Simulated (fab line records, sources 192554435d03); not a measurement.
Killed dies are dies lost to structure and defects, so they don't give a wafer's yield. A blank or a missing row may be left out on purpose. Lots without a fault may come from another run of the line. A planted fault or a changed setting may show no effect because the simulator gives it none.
fab line records | flow n5_finfet
record lots=15 wafers=39 last_day=18
route steps=1938 shown BEOL_M3@949
lots that met no fault: from a run of the same line without faults
start_h: hours from the record's first day to the start of the lot's first wafer shown | wait_h: hours since the lot's step before | " the same as in the row above | L1.1+2: a row that stands for several wafers | - no value, or no start given | * or withheld: withheld | < > ~ a bound
route shown NAME@n: a module of which the file shows steps, and the number in the route of the first | usual: mean/standard deviation of fault-free wafers | same: alike in all rows | chamber/n: place in a boat | sites: the reading at each site | _std_site: their standard deviation | _edge_site: outer sites' mean less inner sites' | radius_mm: how far each site lies from the wafer's centre | mask NAME#n: copy n | behind: the tool/chamber that last shaped the wafer | hold: why the lot was held/for how many hours/how that ended | device: the transistor (n, p or np) that didn't switch | end of line: the same wafers' tests at the end of the route | a step without rows: its recipe alone | killed: dies lost to structure and defects at the first sort, not the wafer's yield | map: a wafer's dies, x killed, . not, _ none there
set.NAME: the setting as run; set.NAME@STEP: as run at that earlier step | model.NAME: the simulator's own value behind a step, which no gauge read
steps of the route over a sample of lots; a table a step, a row a wafer
services: from which hour (start_h, from the record's first day; less than 0 if before it) a tool's chamber was out of use, for how many hours, and why
## steps
# step N5_BEOL_M3_ETCH_63
# recipe chemistry=CF4 target=SiARC target_depth_a=156 mask_material=CAR-EUV time_s=26 ion_energy_ev=80 pressure_mtorr=40 source_w=545 bias_w=36 Ar_flow_sccm=100 cf4_flow_sccm=100 ends=cleared
# usual chamber_pressure_mTorr=40.01/0.041 drypump_motor_current_A=5.8/0.34 etch_rf_on_time_s=25.8/1.1 oes_product_au=0.68/0.08 rf_vpp_V=183.5/1.2 showerhead_plenum_p_Torr=2.11/0.081 throttle_valve_pct=15.59/0.24
# columns lot.wafer tool chamber start_h wait_h chamber_pressure_mTorr drypump_motor_current_A etch_rf_on_time_s oes_product_au rf_hours_counter_h rf_vpp_V showerhead_plenum_p_Torr throttle_valve_pct
L163.1 rie_diel-04 1 142.41 0.0 39.96 6.2 28.3 0.62 155 185.8 2.23 15.47
L163.2 " 2 " " 40.03 6.0 26.7 0.59 237 184.0 2.20 15.94
L163.3 " 0 " " 40.04 5.4 26.0 0.65 153 182.1 2.06 15.42
L166.5 rie_diel-03 1 160.13 0.0 40.02 5.6 25.1 0.64 - 184.1 2.05 15.88
L166.6 " 0 " " 39.93 5.8 24.4 0.78 - 183.9 2.19 15.70
L165.3 rie_diel-03 0 163.25 0.0 39.97 5.8 24.2 0.78 28 183.7 2.19 15.68
L165.4 " 3 " " 39.93 5.5 26.0 0.60 231 182.2 2.03 15.54
L165.5 " 0 " " 40.01 5.8 24.2 0.79 - 184.6 2.19 15.70
L168.1 rie_diel-06 1 175.31 0.0 40.00 6.2 25.5 0.78 25 182.1 2.10 15.61
L168.2 " 0 " " 40.00 5.5 25.4 0.60 228 182.5 2.04 15.80
L168.3 " 2 " " 39.96 5.9 26.7 0.57 243 184.2 2.19 15.74
L170.2 rie_diel-06 1 191.13 0.0 40.03 6.2 25.6 0.77 29 183.4 2.10 15.59
L170.3 " 2 " " 39.94 5.9 27.0 0.57 245 185.1 2.19 15.73
L172.3 rie_diel-03 0 197.18 0.0 39.96 5.8 24.6 0.76 39 185.6 2.19 15.74
L172.4 " 1 " " 39.92 5.6 24.8 0.64 - 182.3 2.05 15.91
L171.1 rie_diel-03 3 199.30 0.0 40.01 5.5 26.3 0.59 243 181.7 2.03 15.55
L171.6 " 3 " " 40.07 5.5 26.2 0.59 - 181.9 2.03 15.54
L173.1 rie_diel-04 0 208.14 0.0 39.95 5.4 25.8 0.64 176 184.4 2.05 15.46
L173.4 " 3 " " 39.99 5.7 25.9 0.67 - 180.6 1.99 15.35
L173.6 " 1 " " 40.02 6.2 28.1 0.61 - 184.5 2.22 15.52
L175.3 rie_diel-04 3 230.82 0.0 40.00 5.6 26.1 0.66 133 181.2 1.99 15.38
L175.4 " 2 " " 39.96 6.0 26.6 0.79 7 184.8 2.20 15.47
L175.6 " 1 " " 40.05 6.2 28.5 0.59 - 183.9 2.22 15.53
L176.2 rie_diel-04 1 237.12 0.0 40.00 6.2 28.3 0.60 188 184.6 2.22 15.54
L176.3 " 3 " " 40.06 5.6 25.8 0.66 136 182.7 1.99 15.37
L176.4 " 2 " " 40.04 6.1 26.4 0.80 9 184.1 2.20 15.46
L177.3 rie_diel-03 1 238.57 0.0 39.95 5.6 25.0 0.63 208 184.2 2.05 15.96
L177.4 " 2 " " 39.99 6.5 25.2 0.82 - 184.0 2.11 15.16
L177.5 " 1 " " 39.97 5.6 24.9 0.63 - 182.9 2.05 15.92
L179.2 rie_diel-04 2 246.00 0.0 40.04 6.1 26.4 0.79 12 185.1 2.19 15.48
L179.3 " 0 " " 40.01 5.5 25.7 0.64 187 182.9 2.04 15.50
L181.3 rie_diel-03 2 256.76 0.0 40.00 6.5 25.3 0.80 18 183.1 2.11 15.17
L181.4 " 3 " " 40.06 5.5 25.9 0.81 4 186.5 2.28 15.08
L184.1 rie_diel-03 2 282.11 0.0 40.00 6.6 25.4 0.79 25 182.4 2.11 15.17
L184.4 " 1 " " 40.01 5.6 25.2 0.62 220 182.7 2.04 15.98
L184.6 " 3 " " 40.05 5.5 26.1 0.79 - 184.3 2.28 15.10
L185.1 rie_diel-03 1 288.48 0.0 39.93 5.6 24.9 0.62 222 184.2 2.04 15.96
L185.4 " 2 " " 40.01 6.5 25.2 0.79 - 182.5 2.11 15.19
L185.6 " 2 " " 40.01 6.5 25.2 0.79 - 184.4 2.11 15.20
# step N5_BEOL_M3_PEB_26
# recipe peb_temp_c=100 peb_time_s=60 resist=CAR-EUV
# usual chill_plate_temp_C=23.00/0.11 exhaust_pa=44.9/0.81 heater_power_total_W=154.1/1.1
# columns lot.wafer tool chamber start_h wait_h chill_plate_temp_C exhaust_pa heater_power_total_W
L163.1 litho_track-04 0 143.05 0.1 22.96 44.6 155.4
L163.2 " 0 " " 22.91 45.1 155.3
L163.3 " 0 " " 22.94 45.1 155.5
L166.5 litho_track-02 0 160.88 0.0 22.83 44.6 154.8
L166.6 " 0 " " 22.76 44.4 154.3
L165.3 litho_track-04 0 168.46 0.1 23.14 45.2 155.1
L165.4 " 0 " " 23.24 44.9 154.9
L165.5 " 0 " " 23.16 44.1 152.4
L168.1 litho_track-01 0 175.94 0.1 23.04 45.2 155.1
L168.2 " 0 " " 23.17 43.4 154.8
L168.3 " 0 " " 23.10 44.6 152.8
L170.2 litho_track-04 0 191.90 0.1 23.00 44.5 153.5
L170.3 " 0 " " 22.90 43.4 154.1
L172.3 litho_track-02 0 198.02 0.1 23.19 45.4 155.7
L172.4 " 0 " " 23.11 46.1 154.8
L171.1 litho_track-01 0 200.14 0.1 23.13 45.2 155.2
L171.6 " 0 " " 23.07 44.4 153.0
L173.1 litho_track-04 0 208.91 0.1 22.88 45.4 152.6
L173.4 " 0 " " 22.99 44.7 154.9
L173.6 " 0 " " 22.86 44.9 155.5
L175.3 litho_track-04 - 231.45 0.1 - - -
L175.4 " - " " - - -
L175.6 " - " " - - -
L176.2 litho_track-04 - 237.81 0.1 - - -
L176.3 " - " " - - -
L176.4 " - " " - - -
L177.3 litho_track-02 - 239.20 0.1 - - -
L177.4 " - " " - - -
L177.5 " - " " - - -
L179.2 litho_track-02 0 246.75 0.1 23.13 45.3 152.9
L179.3 " 0 " " 23.03 45.8 152.7
L181.3 litho_track-04 0 257.52 0.1 23.00 45.0 154.5
L181.4 " 0 " " 23.02 44.6 154.8
L184.1 litho_track-02 0 282.75 0.1 23.03 44.9 152.5
L184.4 " 0 " " 23.03 43.9 152.6
L184.6 " 0 " " 22.98 45.7 155.8
L185.1 litho_track-02 0 289.38 0.1 23.08 43.3 153.8
L185.4 " 0 " " 23.20 43.8 155.5
L185.6 " 0 " " 23.18 44.4 154.9
# step N5_BEOL_M3_ETCH_77
# recipe chemistry=N2/H2 target=underlayer target_depth_a=65 mask_material=CAR-EUV time_s=5.2 ion_energy_ev=200 pressure_mtorr=30 source_w=840 bias_w=150 n2_flow_sccm=200 h2_flow_sccm=200 ends=cleared
# usual chamber_pressure_mTorr=30.00/0.042 drypump_motor_current_A=5.9/0.33 etch_rf_on_time_s=5.21/0.17 oes_product_au=0.68/0.078 rf_vpp_V=523/3.3 showerhead_plenum_p_Torr=2.49/0.1 throttle_valve_pct=17.72/0.23
# columns lot.wafer tool chamber start_h wait_h chamber_pressure_mTorr drypump_motor_current_A etch_rf_on_time_s oes_product_au rf_hours_counter_h rf_vpp_V showerhead_plenum_p_Torr throttle_valve_pct
L163.1 rie_diel-03 0 143.37 0.0 30.05 5.9 4.96 0.78 23 526 2.59 18.01
L163.2 " 2 " " 29.95 6.6 5.22 0.58 241 525 2.48 17.56
L163.3 " 1 " " 30.04 5.6 5.09 0.64 179 520 2.42 18.08
L166.5 rie_diel-04 0 161.16 0.0 29.98 5.5 5.20 0.65 - 522 2.42 17.56
L166.6 " 1 " " 30.04 6.2 5.61 0.62 - 528 2.61 17.51
L165.3 rie_diel-04 1 168.68 0.0 29.92 6.2 5.57 0.63 164 526 2.61 17.54
L165.4 " 3 " " 30.01 5.6 5.16 0.68 110 518 2.35 17.49
L165.5 " 3 " " 29.97 5.6 5.15 0.68 - 518 2.34 17.47
L168.1 rie_diel-04 2 176.53 0.0 29.99 6.1 5.27 0.59 246 526 2.61 18.10
L168.2 " 3 " " 30.03 5.6 5.19 0.67 113 519 2.34 17.48
L168.3 " 0 " " 30.00 5.4 5.20 0.65 165 523 2.42 17.61
L170.2 rie_diel-06 0 192.12 0.0 29.96 5.5 5.06 0.59 233 521 2.39 17.93
L170.3 " 2 " " 30.03 5.9 5.33 0.57 245 526 2.61 17.97
L172.3 rie_diel-04 1 198.30 0.0 30.04 6.2 5.64 0.60 175 526 2.61 17.55
L172.4 " 0 " " 29.97 5.4 5.20 0.63 - 521 2.41 17.61
L171.1 rie_diel-03 1 200.36 0.0 30.00 5.6 5.08 0.63 197 522 2.41 18.14
L171.6 " 0 " " 29.91 5.8 4.98 0.74 - 523 2.58 18.06
L173.1 rie_diel-04 3 209.13 0.0 30.03 5.6 5.10 0.67 125 518 2.34 17.51
L173.4 " 3 " " 30.01 5.6 5.12 0.66 - 519 2.34 17.50
L173.6 " 0 " " 30.08 5.4 5.16 0.63 - 519 2.41 17.62
L175.3 rie_diel-03 0 231.67 0.0 30.04 5.9 4.95 0.74 52 526 2.58 18.07
L175.4 " 3 " " 30.00 5.5 5.22 0.58 249 520 2.39 17.76
L175.6 " 3 " " 29.94 5.5 5.20 0.58 - 519 2.39 17.76
L176.2 rie_diel-06 1 238.17 0.0 29.99 6.2 5.15 0.74 45 523 2.48 17.92
L176.3 " 3 " " 30.05 5.9 5.19 0.65 145 522 2.42 17.76
L176.4 " 2 " " 29.99 5.9 5.21 0.79 4 525 2.61 17.56
L177.3 rie_diel-04 3 239.42 0.0 29.94 5.6 5.17 0.66 137 518 2.33 17.54
L177.4 " 0 " " 29.99 5.4 5.21 0.63 185 520 2.41 17.63
L177.5 " 1 " " 30.08 6.2 5.59 0.61 - 527 2.60 17.59
L179.2 rie_diel-04 1 246.98 0.0 30.09 6.2 5.64 0.60 191 525 2.60 17.55
L179.3 " 3 " " 29.99 5.6 5.14 0.66 139 520 2.33 17.52
L181.3 rie_diel-04 3 257.76 0.0 30.05 5.7 5.20 0.66 144 516 2.33 17.54
L181.4 " 3 " " 30.01 5.6 5.19 0.65 - 518 2.33 17.54
L184.1 rie_diel-06 1 283.01 0.0 29.98 6.2 5.13 0.73 60 519 2.48 17.99
L184.4 " 3 " " 29.99 5.9 5.20 0.64 161 522 2.42 17.81
L184.6 " 3 " " 30.00 6.0 5.27 0.63 - 521 2.42 17.82
L185.1 rie_diel-06 2 289.60 0.0 29.99 5.9 5.37 0.73 22 524 2.60 17.59
L185.4 " 3 " " 29.99 6.0 5.26 0.64 162 522 2.42 17.83
L185.6 " 2 " " 30.03 5.9 5.30 0.75 - 524 2.60 17.60
# step N5_BEOL_M3_ETCHBACK_99
# recipe chemistry=CHF3 target=SiO2 target_depth_a=50 time_s=10.4 source_w=215 bias_w=47 Ar_flow_sccm=200 CHF3_flow_sccm=12 ion_energy_ev=100 pressure_mtorr=30
# usual chamber_pressure_mTorr=30.000/0.025 drypump_motor_current_A=5.9/0.32 oes_product_au=0.78/0.087 rf_vpp_V=240/7.5 showerhead_plenum_p_Torr=2.12/0.089 throttle_valve_pct=17.07/0.19
# same time_s=10.4
# columns lot.wafer tool chamber start_h wait_h chamber_pressure_mTorr drypump_motor_current_A oes_product_au rf_hours_counter_h rf_vpp_V showerhead_plenum_p_Torr throttle_valve_pct
L163.1 rie_diel-06 2 144.23 0.2 29.967 5.9 0.68 234 249 2.21 17.13
L163.2 " 3 " " 30.024 6.0 0.79 115 228 2.11 17.22
L163.3 " 0 " " 30.019 5.4 0.70 219 237 2.05 17.25
L166.5 rie_diel-06 3 164.31 3.0 30.013 6.0 0.79 - 229 2.10 17.26
L166.6 " 0 " " 30.020 5.5 0.70 - 237 2.05 17.25
L165.3 rie_diel-03 0 169.79 0.5 29.997 5.8 0.88 30 234 2.18 17.05
L165.4 " 3 " " 30.061 5.5 0.70 232 236 2.06 17.09
L165.5 " 1 " " 29.988 5.6 0.74 - 237 2.05 17.31
L168.1 rie_diel-04 1 176.88 0.1 30.011 6.1 0.72 167 241 2.24 16.94
L168.2 " 0 " " 30.010 5.4 0.75 165 239 2.05 16.84
L168.3 " 3 " " 29.986 5.6 0.79 113 237 2.01 16.84
L170.2 rie_diel-06 1 198.66 6.1 30.016 6.2 0.89 32 238 2.12 17.17
L170.3 " 3 " " 29.989 5.9 0.76 130 230 2.10 17.26
L172.3 rie_diel-04 0 198.66 0.2 29.979 5.4 0.74 173 237 2.05 16.87
L172.4 " 0 " " 29.994 5.4 0.75 - 238 2.05 16.88
L171.1 rie_diel-03 3 202.40 1.9 29.981 5.5 0.69 243 235 2.05 17.10
L171.6 " 3 " " 29.997 5.5 0.69 - 235 2.05 17.10
L173.1 rie_diel-03 0 211.35 1.8 30.009 5.9 0.85 44 233 2.17 17.08
L173.4 " 3 " " 30.004 5.5 0.68 247 235 2.05 17.11
L173.6 " 3 " " 29.965 5.5 0.69 - 233 2.05 17.12
L175.3 rie_diel-04 1 232.21 0.2 29.977 6.2 0.71 186 241 2.23 17.00
L175.4 " 0 " " 30.045 5.4 0.74 182 238 2.05 16.90
L175.6 " 1 " " 30.025 6.2 0.71 - 241 2.23 16.99
L176.2 rie_diel-03 1 241.41 3.1 29.982 5.6 0.72 209 235 2.04 17.36
L176.3 " 2 " " 29.962 6.5 0.94 14 234 2.12 16.60
L176.4 " 1 " " 30.035 5.6 0.73 - 237 2.04 17.34
L177.3 rie_diel-04 3 241.88 2.3 30.011 5.6 0.77 137 236 2.00 16.88
L177.4 " 2 " " 30.055 6.1 0.93 11 256 2.24 17.15
L177.5 " 2 " " 30.016 6.1 0.93 - 256 2.24 17.16
L179.2 rie_diel-04 3 254.75 7.1 29.996 5.6 0.76 142 237 1.99 16.90
L179.3 " 1 " " 30.018 6.2 0.71 194 242 2.23 17.01
L181.3 rie_diel-04 1 259.64 1.5 30.003 6.2 0.71 195 240 2.23 17.01
L181.4 " 1 " " 30.006 6.2 0.71 - 241 2.23 17.01
L184.1 rie_diel-04 0 283.70 0.4 29.998 5.4 0.73 193 238 2.05 16.91
L184.4 " 3 " " 30.032 5.6 0.76 152 235 1.99 16.89
L184.6 " 1 " " 29.989 6.2 0.70 - 241 2.23 17.04
L185.1 rie_diel-04 1 291.61 1.9 30.005 6.2 0.70 205 240 2.23 17.03
L185.4 " 2 " " 29.937 6.0 0.91 27 257 2.23 17.18
L185.6 " 3 " " 29.991 5.6 0.76 - 236 1.99 16.91
## services
# columns tool chamber start_h hours kind
rie_diel-04 - 136.74 2.8 pm
rie_diel-04 2 157.46 2.1 repair
rie_diel-03 2 175.53 - clean
rie_diel-03 2 175.53 - consumable_replace:focus_ring
rie_diel-03 2 175.53 31.8 scheduled_down
rie_diel-03 2 175.53 31.8 vent_cycle
rie_diel-06 2 178.37 10.6 repair
rie_diel-04 2 189.35 - clean
rie_diel-04 2 189.35 - consumable_replace:focus_ring
rie_diel-04 2 189.35 21.2 scheduled_down
rie_diel-04 2 189.35 21.2 vent_cycle
rie_diel-06 - 201.59 2.8 pm
rie_diel-04 0 209.83 5.8 repair
rie_diel-06 2 213.54 - clean
rie_diel-06 2 213.54 - consumable_replace:focus_ring
rie_diel-06 2 213.54 13.1 scheduled_down
rie_diel-03 3 233.72 - clean
rie_diel-03 3 233.72 - consumable_replace:focus_ring
rie_diel-03 3 233.72 - consumable_replace:showerhead
rie_diel-03 3 233.72 11.9 scheduled_down
rie_diel-03 3 233.72 11.9 vent_cycle
rie_diel-04 0 250.43 17.9 repair
rie_diel-03 - 267.61 2.8 pm
rie_diel-03 3 285.89 4.9 repair
## key
first_sign step=N5_BEOL_M3_PEB_26 reading=tool_record direction=missing
effect none on later readings
met_at N5_BEOL_M3_PEB_26
struck_lots L175,L176,L177
later_rows_left_out L175.3,L175.4,L175.6,L176.2,L176.3,L176.4,L177.3,L177.4,L177.5
sort_left_out L175.3,L175.4,L175.6,L176.2,L176.3,L176.4,L177.3,L177.4,L177.5
not_acting_at N5_BEOL_M3_ETCH_63,N5_BEOL_M3_ETCH_77,N5_BEOL_M3_ETCHBACK_99
onset_between 208.91 231.45
earlier_fault kind=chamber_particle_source tool=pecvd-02 chamber=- onset_h=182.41 steps=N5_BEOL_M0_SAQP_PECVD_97 rate_per_visit_cm2=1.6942
earlier_fault kind=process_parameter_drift tool=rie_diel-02 chamber=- onset_h=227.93 steps=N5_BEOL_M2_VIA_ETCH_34 channel=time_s offset=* shape=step acts_in=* stated=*
fault kind=skipped_step_whole tool=litho_track-02,litho_track-04 chamber=- onset_h=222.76 steps=N5_BEOL_M3_PEB_26 scope=struck_lots_only
# sort_left_out: the simulated sort isn't trusted on such a fault, so these wafers' sort isn't shown, and their yield isn't known
# later_rows_left_out: the simulator's readings of these wafers behind a module that went badly wrong aren't trusted and aren't shown, but for the sort
